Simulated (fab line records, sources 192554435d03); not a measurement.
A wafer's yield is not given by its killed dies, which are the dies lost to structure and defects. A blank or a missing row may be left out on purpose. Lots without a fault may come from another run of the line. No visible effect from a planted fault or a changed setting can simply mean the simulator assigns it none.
Split-lot study / flow n5Finfet / route with 1938 steps; 7 lots, 21 wafers read

== ABOUT THE SPLIT ==
At N5_SD_EPI_N_EPI_21 (deposits Si:P, time 690 s), the setting tempC was moved away from the recipe's 680 C on 10 of the 21 wafers read, by -0.6% to +0.6%. The other wafers ran this setting at the recipe's value.

Reading taken at the split's own step.

== THE READING ==
Si-P_of_SD_EPI_N_EPI_21.thkNm (the simulator's own value, which no gauge read), in nm, at N5_SD_EPI_N_EPI_21 (deposits Si:P, time 690 s). No usual value for it is given in the file. Across the 11 wafers here that went through the recipe, the average is 59.3 nm and the standard deviation 0.44 nm.

wafer=L074.1; tool, chamber at the split=epiRpcvd-03, 0; tempC as run, C=676.3; against the recipe=-0.5%; Si-P_of_SD_EPI_N_EPI_21.thkNm, nm=55.4; against lot-mates on the recipe=-3.6
wafer=L074.3; tool, chamber at the split=epiRpcvd-03, 0; tempC as run, C=680; against the recipe=recipe; Si-P_of_SD_EPI_N_EPI_21.thkNm, nm=59; against lot-mates on the recipe=-
wafer=L074.4; tool, chamber at the split=epiRpcvd-03, 0; tempC as run, C=676.3; against the recipe=-0.5%; Si-P_of_SD_EPI_N_EPI_21.thkNm, nm=55; against lot-mates on the recipe=-4.0
wafer=L079.1; tool, chamber at the split=epiRpcvd-02, 0; tempC as run, C=676.9; against the recipe=-0.5%; Si-P_of_SD_EPI_N_EPI_21.thkNm, nm=56.4; against lot-mates on the recipe=-3.2
wafer=L079.5; tool, chamber at the split=epiRpcvd-02, 0; tempC as run, C=676.9; against the recipe=-0.5%; Si-P_of_SD_EPI_N_EPI_21.thkNm, nm=56.4; against lot-mates on the recipe=-3.2
wafer=L079.2; tool, chamber at the split=epiRpcvd-02, 0; tempC as run, C=680; against the recipe=recipe; Si-P_of_SD_EPI_N_EPI_21.thkNm, nm=59.6; against lot-mates on the recipe=-
wafer=L084.3; tool, chamber at the split=epiRpcvd-02, 0; tempC as run, C=680; against the recipe=recipe; Si-P_of_SD_EPI_N_EPI_21.thkNm, nm=59.8; against lot-mates on the recipe=-
wafer=L084.4; tool, chamber at the split=epiRpcvd-02, 0; tempC as run, C=676.2; against the recipe=-0.6%; Si-P_of_SD_EPI_N_EPI_21.thkNm, nm=55.4; against lot-mates on the recipe=-4.4
wafer=L084.6; tool, chamber at the split=epiRpcvd-02, 0; tempC as run, C=676.2; against the recipe=-0.6%; Si-P_of_SD_EPI_N_EPI_21.thkNm, nm=55.4; against lot-mates on the recipe=-4.4
wafer=L087.2; tool, chamber at the split=epiRpcvd-03, 0; tempC as run, C=680; against the recipe=recipe; Si-P_of_SD_EPI_N_EPI_21.thkNm, nm=58.8; against lot-mates on the recipe=-
wafer=L087.4; tool, chamber at the split=epiRpcvd-03, 0; tempC as run, C=680; against the recipe=recipe; Si-P_of_SD_EPI_N_EPI_21.thkNm, nm=59.8; against lot-mates on the recipe=-
wafer=L087.6; tool, chamber at the split=epiRpcvd-03, 0; tempC as run, C=680; against the recipe=recipe; Si-P_of_SD_EPI_N_EPI_21.thkNm, nm=58.4; against lot-mates on the recipe=-
wafer=L088.2; tool, chamber at the split=epiRpcvd-01, 0; tempC as run, C=680; against the recipe=recipe; Si-P_of_SD_EPI_N_EPI_21.thkNm, nm=59.4; against lot-mates on the recipe=-
wafer=L088.5; tool, chamber at the split=epiRpcvd-01, 0; tempC as run, C=680; against the recipe=recipe; Si-P_of_SD_EPI_N_EPI_21.thkNm, nm=59; against lot-mates on the recipe=-
wafer=L088.6; tool, chamber at the split=epiRpcvd-01, 0; tempC as run, C=676.7; against the recipe=-0.5%; Si-P_of_SD_EPI_N_EPI_21.thkNm, nm=55.6; against lot-mates on the recipe=-3.6
wafer=L089.1; tool, chamber at the split=epiRpcvd-03, 0; tempC as run, C=680; against the recipe=recipe; Si-P_of_SD_EPI_N_EPI_21.thkNm, nm=59.2; against lot-mates on the recipe=-
wafer=L089.2; tool, chamber at the split=epiRpcvd-03, 0; tempC as run, C=680; against the recipe=recipe; Si-P_of_SD_EPI_N_EPI_21.thkNm, nm=59; against lot-mates on the recipe=-
wafer=L089.6; tool, chamber at the split=epiRpcvd-03, 0; tempC as run, C=675.8; against the recipe=-0.6%; Si-P_of_SD_EPI_N_EPI_21.thkNm, nm=55.4; against lot-mates on the recipe=-3.7
wafer=L091.3; tool, chamber at the split=epiRpcvd-03, 0; tempC as run, C=680; against the recipe=recipe; Si-P_of_SD_EPI_N_EPI_21.thkNm, nm=59.8; against lot-mates on the recipe=-
wafer=L091.4; tool, chamber at the split=epiRpcvd-03, 0; tempC as run, C=684; against the recipe=+0.6%; Si-P_of_SD_EPI_N_EPI_21.thkNm, nm=65; against lot-mates on the recipe=+5.2
wafer=L091.6; tool, chamber at the split=epiRpcvd-03, 0; tempC as run, C=684; against the recipe=+0.6%; Si-P_of_SD_EPI_N_EPI_21.thkNm, nm=64.8; against lot-mates on the recipe=+5.0

THE FIT
A straight line over all 21 wafers: Si-P_of_SD_EPI_N_EPI_21.thkNm changes by +7.82 nm for each +1% of tempC; r = +0.98; the points scatter about the line by 0.53 nm.
The same after taking each lot's own level away (the mean of its wafers on the recipe; 21 wafers): +7.65 nm for each +1%; r = +0.99; scatter 0.39 nm.
On that fit, the largest move of tempC shifts the reading by 4.7 nm.
The span of the lots' own levels, 59.00 to 59.80 nm, comes to 1.8 times the standard deviation stated above.
The two slopes agree, so the slope changes little with the lot-to-lot level.
Check: for one of the wafers moved furthest among these (-0.6%), held out of the fit, the line's prediction against its lot-mates is -4.7 nm. Against them it came out at -3.7 nm.

== OTHER SPLITS ON THESE WAFERS ==
Note: prior to the reading, these wafers also went through further splits. Each is held against what the fit with the lots' levels taken away leaves over:
other split on the same wafers=N5_ZERO_LAYER_EXPOSE_08 doseMj; wafers away from the commonest value=5; r with Si-P_of_SD_EPI_N_EPI_21.thkNm (lot level and that fit taken away)=+0.13
other split on the same wafers=N5_ZERO_LAYER_DEVELOP_10 developTimeS; wafers away from the commonest value=6; r with Si-P_of_SD_EPI_N_EPI_21.thkNm (lot level and that fit taken away)=+0.16
other split on the same wafers=N5_FIN_SAQP_PEB_14 pebTimeS; wafers away from the commonest value=9; r with Si-P_of_SD_EPI_N_EPI_21.thkNm (lot level and that fit taken away)=+0.03
other split on the same wafers=N5_FIN_SAQP_MANDREL_ETCH_22 icpW; wafers away from the commonest value=6; r with Si-P_of_SD_EPI_N_EPI_21.thkNm (lot level and that fit taken away)=-0.19
other split on the same wafers=N5_FIN_CUT_COAT_19 spinRpm; wafers away from the commonest value=8; r with Si-P_of_SD_EPI_N_EPI_21.thkNm (lot level and that fit taken away)=+0.12

== THE WHOLE CHAIN: every reading that the file lists as answering this split, in the file's order ==
step=N5_SD_EPI_N_EPI_21; what it does=deposits Si:P, time 690 s; reading=Si-P_of_SD_EPI_N_EPI_21.thkNm (the simulator's own value, which no gauge read); change (the file's fit)=+7.32 nm for each +1% of the setting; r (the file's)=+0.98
step=N5_SD_EPI_N_EPI_MEAS_23; what it does=; reading=thkNm; change (the file's fit)=withheld for each +1% of the setting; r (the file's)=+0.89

== THE FILE'S OWN FIT ==
Si-P_of_SD_EPI_N_EPI_21.thkNm changes by +7.32 nm for each +1% of tempC, r = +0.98.
